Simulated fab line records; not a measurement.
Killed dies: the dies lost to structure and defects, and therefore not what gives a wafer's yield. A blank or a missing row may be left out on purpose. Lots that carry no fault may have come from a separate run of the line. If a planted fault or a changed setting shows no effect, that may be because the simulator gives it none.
Which of the tools did it?	flow n5 finfet	24 lots with 72 wafers sampled at 6 steps, on a route of 1938 steps

WHAT THE GAUGES READ, wafer by wafer
N5_BEOL_M12_INSPECT_55: inspects for defects (darkfield).
lot	measured	on	raw defect count
L074	day 11 11:55	defect inspect-02	45 70 55
L076	day 11 13:36	defect inspect-02	114 93 121
L075	day 12 01:32	defect inspect-02	72 47 83
L077	day 12 01:44	defect inspect-02	54 80 77
L078	day 12 03:47	defect inspect-02	103 90 137
L080	day 12 16:16	defect inspect-02	103 79 77
L079	day 12 17:03	defect inspect-01	89 75 62
L082	day 12 23:32	defect inspect-01	102 88 74
L083	day 13 05:52	defect inspect-02	92 113 115
L081	day 13 06:08	defect inspect-02	133 129 155
L084	day 13 12:29	defect inspect-01	73 63 66
L085	day 14 06:31	defect inspect-02	60 66 80
L087	day 14 12:06	defect inspect-02	42 68 47
L086	day 14 12:26	defect inspect-02	39 85 49
L089	day 14 18:45	defect inspect-01	59 48 82
L090	day 15 02:06	defect inspect-02	62 91 66
L088	day 15 03:17	defect inspect-01	82 55 79
L091	day 15 03:51	defect inspect-01	106 77 68
L092	day 15 12:59	defect inspect-02	100 80 107
L093	day 16 06:41	defect inspect-02	69 84 132
L095	day 16 08:13	defect inspect-01	51 55 46
L096	day 16 13:37	defect inspect-01	65 56 74
L094	day 16 17:44	defect inspect-02	126 119 168
L097	day 16 18:55	defect inspect-01	70 84 52

N5_BEOL_M13_OVL_MEAS_29.
lot	measured	on	M13_OVL (nm)
L074	day 11 13:52	overlay-02	-7 -4 0
L076	day 11 15:11	overlay-02	2 0 2
L075	day 12 03:08	overlay-02	9 -5 2
L077	day 12 03:19	overlay-02	-1 1 2
L078	day 12 06:58	overlay-02	6 -3 15
L080	day 12 17:53	overlay-02	-6 -1 -11
L079	day 12 18:35	overlay-02	0 1 4
L082	day 13 01:16	overlay-02	4 -8 7
L083	day 13 07:21	overlay-02	-1 -1 4
L081	day 13 07:39	overlay-01	0 3 2
L084	day 13 14:08	overlay-01	-6 -1 1
L085	day 14 08:24	overlay-01	-4 -2 -2
L087	day 14 13:41	overlay-01	0 4 7
L086	day 14 14:01	overlay-01	4 -3 -3
L089	day 14 20:28	overlay-02	-4 -3 -2
L090	day 15 03:51	overlay-02	4 9 6
L088	day 15 04:53	overlay-02	-6 3 -2
L091	day 15 05:27	overlay-02	-1 4 1
L092	day 15 14:35	overlay-02	2 5 9
L093	day 16 08:16	overlay-01	-6 -2 -9
L095	day 16 09:49	overlay-01	2 5 8
L096	day 16 15:13	overlay-02	7 11 10
L094	day 16 19:27	overlay-01	-1 -2 -6
L097	day 16 20:34	overlay-02	3 -2 -4

N5_BEOL_M13_THK_MEAS_50: measures by xrf.
lot	measured	on	M13_THK (nm)
L074	day 11 17:04	film metro-01	421 433 437
L076	day 11 19:55	film metro-01	439 447 440
L075	day 12 05:46	film metro-01	419 426 442
L077	day 12 06:02	film metro-01	417 421 425
L078	day 12 15:02	film metro-02	419 427 437
L080	day 12 22:56	film metro-02	438 422 424
L079	day 12 23:01	film metro-01	414 421 427
L082	day 13 04:20	film metro-02	426 413 427
L083	day 13 11:23	film metro-02	443 426 440
L081	day 13 13:56	film metro-02	428 426 431
L084	day 13 18:01	film metro-02	452 434 433
L085	day 14 11:37	film metro-02	429 428 424
L087	day 14 16:32	film metro-02	439 429 441
L086	day 14 16:46	film metro-01	442 439 417
L089	day 15 01:52	film metro-01	425 428 433
L090	day 15 12:40	film metro-01	442 420 441
L088	day 15 13:23	film metro-02	434 440 431
L091	day 15 13:23	film metro-01	433 422 426
L092	day 15 22:44	film metro-02	439 426 423
L093	day 16 12:54	film metro-01	433 436 433
L095	day 16 13:55	film metro-01	420 446 417
L096	day 16 18:22	film metro-01	440 419 420
L094	day 16 21:35	film metro-01	436 440 437
L097	day 16 23:37	film metro-02	429 418 442

WHICH TOOL RAN EACH LOT (tool, then ch and the chambers of the sampled wafers, then the start)
lot	N5_BEOL_M13_ETCH_68	N5_BEOL_M13_SPUTTER_43	N5_BEOL_M13_SPUTTER_45
L074	rie diel-06 ch 0,2,3, day 11 14:06	pvd sputter-01, day 11 16:02	pvd sputter-01, day 11 16:12
L076	rie diel-02 ch 0,1, day 11 15:26	pvd sputter-01, day 11 18:53	pvd sputter-01, day 11 19:03
L075	rie diel-05 ch 1,2,3, day 12 03:43	pvd sputter-02, day 12 04:44	pvd sputter-02, day 12 04:53
L077	rie diel-06 ch 0,3, day 12 04:02	pvd sputter-03, day 12 04:57	pvd sputter-03, day 12 05:07
L078	rie diel-06 ch 0,1,2, day 12 08:51	pvd sputter-03, day 12 14:01	pvd sputter-03, day 12 14:10
L080	rie diel-02 ch 1,3, day 12 18:13	pvd sputter-02, day 12 21:53	pvd sputter-02, day 12 22:02
L079	rie diel-05 ch 2,3, day 12 18:55	pvd sputter-01, day 12 21:59	pvd sputter-01, day 12 22:08
L082	rie diel-06 ch 0,3, day 13 01:30	pvd sputter-01, day 13 03:17	pvd sputter-01, day 13 03:26
L083	rie diel-05 ch 0,1,2, day 13 07:35	pvd sputter-03, day 13 10:17	pvd sputter-03, day 13 10:27
L081	rie diel-02 ch 0,3, day 13 07:53	pvd sputter-03, day 13 12:43	pvd sputter-03, day 13 12:52
L084	rie diel-02 ch 0,1,3, day 13 14:31	pvd sputter-01, day 13 16:58	pvd sputter-01, day 13 17:08
L085	rie diel-06 ch 0,2, day 14 08:38	pvd sputter-02, day 14 10:35	pvd sputter-02, day 14 10:44
L087	rie diel-06 ch 0,1,3, day 14 13:56	pvd sputter-03, day 14 15:29	pvd sputter-03, day 14 15:39
L086	rie diel-05 ch 0,2, day 14 14:16	pvd sputter-01, day 14 15:44	pvd sputter-01, day 14 15:54
L089	rie diel-02 ch 0,2,3, day 14 20:43	pvd sputter-03, day 15 00:50	pvd sputter-03, day 15 01:00
L090	rie diel-05 ch 0,3, day 15 04:09	pvd sputter-01, day 15 11:35	pvd sputter-01, day 15 11:45
L088	rie diel-06 ch 1,2, day 15 05:07	pvd sputter-02, day 15 11:59	pvd sputter-02, day 15 12:08
L091	rie diel-02 ch 0,2,3, day 15 05:41	pvd sputter-01, day 15 11:59	pvd sputter-01, day 15 12:09
L092	rie diel-06 ch 0,1,3, day 15 14:50	pvd sputter-01, day 15 21:40	pvd sputter-01, day 15 21:49
L093	rie diel-02 ch 2,3, day 16 08:46	pvd sputter-03, day 16 11:34	pvd sputter-03, day 16 11:44
L095	rie diel-05 ch 1,2,3, day 16 10:14	pvd sputter-01, day 16 12:53	pvd sputter-01, day 16 13:03
L096	rie diel-05 ch 1,2, day 16 15:27	pvd sputter-03, day 16 17:11	pvd sputter-03, day 16 17:21
L094	rie diel-02 ch 2,3, day 16 19:44	pvd sputter-01, day 16 20:34	pvd sputter-01, day 16 20:43
L097	rie diel-06 ch 0,1,3, day 16 21:08	pvd sputter-02, day 16 22:21	pvd sputter-02, day 16 22:31
- N5_BEOL_M13_ETCH_68: etches SOC in N2/H2, time 355 s.
- N5_BEOL_M13_SPUTTER_43: material TaN, target thk 15 nm, time 24.19 s.
- N5_BEOL_M13_SPUTTER_45: material Cu, target thk 80 nm, time 13.33 s.

WHAT THE TOOLS THEMSELVES READ (means of the sampled wafers that have a number; where no wafer has one, the mark that the record gives instead)
N5_BEOL_M13_ETCH_68.
lot	tool	drypump motor current A (A)	n2 flow sccm (sccm)	oes product au (a.u.)	rf vpp V (V)	showerhead plenum p Torr (Torr)	throttle valve pct (%)
L074	rie diel-06	6.1	199.7	0.83	524	2.57	17.62
L076	rie diel-02	5.7	199.9	0.70	521	2.42	17.67
L075	rie diel-05	5.8	199.1	0.73	521	2.46	18.02
L077	rie diel-06	6.4	200.2	0.85	525	2.54	17.62
L078	rie diel-06	5.9	200.3	0.75	524	2.54	17.90
L080	rie diel-02	6.1	200.1	0.71	521	2.39	17.63
L079	rie diel-05	6.0	199.9	0.73	524	2.54	17.97
L082	rie diel-06	6.4	200.5	0.86	522	2.52	17.46
L083	rie diel-05	5.7	200.4	0.75	521	2.40	17.75
L081	rie diel-02	5.6	200.2	0.76	522	2.49	17.62
L084	rie diel-02	5.8	199.7	0.73	522	2.44	17.64
L085	rie diel-06	6.1	199.5	0.78	526	2.59	17.83
L087	rie diel-06	6.2	200.4	0.89	525	2.58	17.57
L086	rie diel-05	5.7	200.0	0.79	520	2.41	17.43
L089	rie diel-02	5.7	200.7	0.77	524	2.54	17.74
L090	rie diel-05	5.6	200.6	0.80	523	2.51	17.63
L088	rie diel-06	5.6	199.8	0.80	527	2.67	17.76
L091	rie diel-02	5.7	199.9	0.77	523	2.54	17.74
L092	rie diel-06	6.2	200.2	0.86	525	2.58	17.59
L093	rie diel-02	5.9	200.0	0.80	525	2.60	17.85
L095	rie diel-05	5.8	200.0	0.81	524	2.55	17.89
L096	rie diel-05	5.8	199.9	0.78	522	2.46	17.71
L094	rie diel-02	6.0	200.2	0.79	523	2.51	17.73
L097	rie diel-06	6.2	200.2	0.86	524	2.57	17.61

N5_BEOL_M13_SPUTTER_43.
lot	tool	susceptor temp C (C)	throttle valve pct (%)
L074	pvd sputter-01	50.10	30.2
L076	pvd sputter-01	49.92	30.5
L075	pvd sputter-02	49.99	30.9
L077	pvd sputter-03	50.01	30.6
L078	pvd sputter-03	50.10	30.4
L080	pvd sputter-02	50.00	30.1
L079	pvd sputter-01	49.92	30.4
L082	pvd sputter-01	50.01	30.7
L083	pvd sputter-03	50.09	30.2
L081	pvd sputter-03	49.92	29.8
L084	pvd sputter-01	49.94	29.9
L085	pvd sputter-02	50.03	30.0
L087	pvd sputter-03	49.94	30.2
L086	pvd sputter-01	50.10	30.4
L089	pvd sputter-03	50.13	30.3
L090	pvd sputter-01	49.88	30.2
L088	pvd sputter-02	49.94	30.8
L091	pvd sputter-01	50.00	30.6
L092	pvd sputter-01	49.84	30.2
L093	pvd sputter-03	50.00	30.2
L095	pvd sputter-01	50.05	30.8
L096	pvd sputter-03	49.89	30.5
L094	pvd sputter-01	50.07	30.5
L097	pvd sputter-02	49.95	29.8

N5_BEOL_M13_SPUTTER_45.
lot	tool	susceptor temp C (C)	throttle valve pct (%)
L074	pvd sputter-01	-19.96	30.3
L076	pvd sputter-01	-20.05	30.5
L075	pvd sputter-02	-20.04	31.0
L077	pvd sputter-03	-19.95	30.8
L078	pvd sputter-03	-19.99	30.3
L080	pvd sputter-02	-19.97	30.1
L079	pvd sputter-01	-19.90	30.3
L082	pvd sputter-01	-20.00	30.4
L083	pvd sputter-03	-20.03	30.2
L081	pvd sputter-03	-20.07	29.9
L084	pvd sputter-01	-19.95	29.8
L085	pvd sputter-02	-20.08	29.9
L087	pvd sputter-03	-20.04	30.2
L086	pvd sputter-01	-20.03	30.3
L089	pvd sputter-03	-20.03	30.3
L090	pvd sputter-01	-20.00	30.2
L088	pvd sputter-02	-20.03	31.0
L091	pvd sputter-01	-19.99	30.6
L092	pvd sputter-01	-20.10	30.3
L093	pvd sputter-03	-20.06	30.3
L095	pvd sputter-01	-19.99	30.5
L096	pvd sputter-03	-20.01	30.5
L094	pvd sputter-01	-19.97	30.6
L097	pvd sputter-02	-20.03	29.9

THE ANSWER, worked out from the rows above alone
Rule: the lots themselves supply what counts as usual. The widest of any qualifying gaps counts: lots, ordered by their means at a reading, are off when they make up no more than a third of the lots, leave a main group of 4 or more, and stand apart from it by 3 or more times the standard deviation of that group's means. A main group whose means are all the same, to the digits that the tables above print for the reading, isn't used. A lot without any number at a reading at which 4 lots or more have one is off too. Where the step has rows for the other lots, those lots are counted as sound. The gauges are gone through in route order, then the tools' own readings, and for those a lot's mean is taken as printed above. The first step at which some lot is off is used, and at that step the reading that is off furthest; a lot without a number counts as furthest.
No lot is off on any of the readings shown, so nothing can be concluded from this.

WHAT WAS PUT IN BY THE SIMULATOR
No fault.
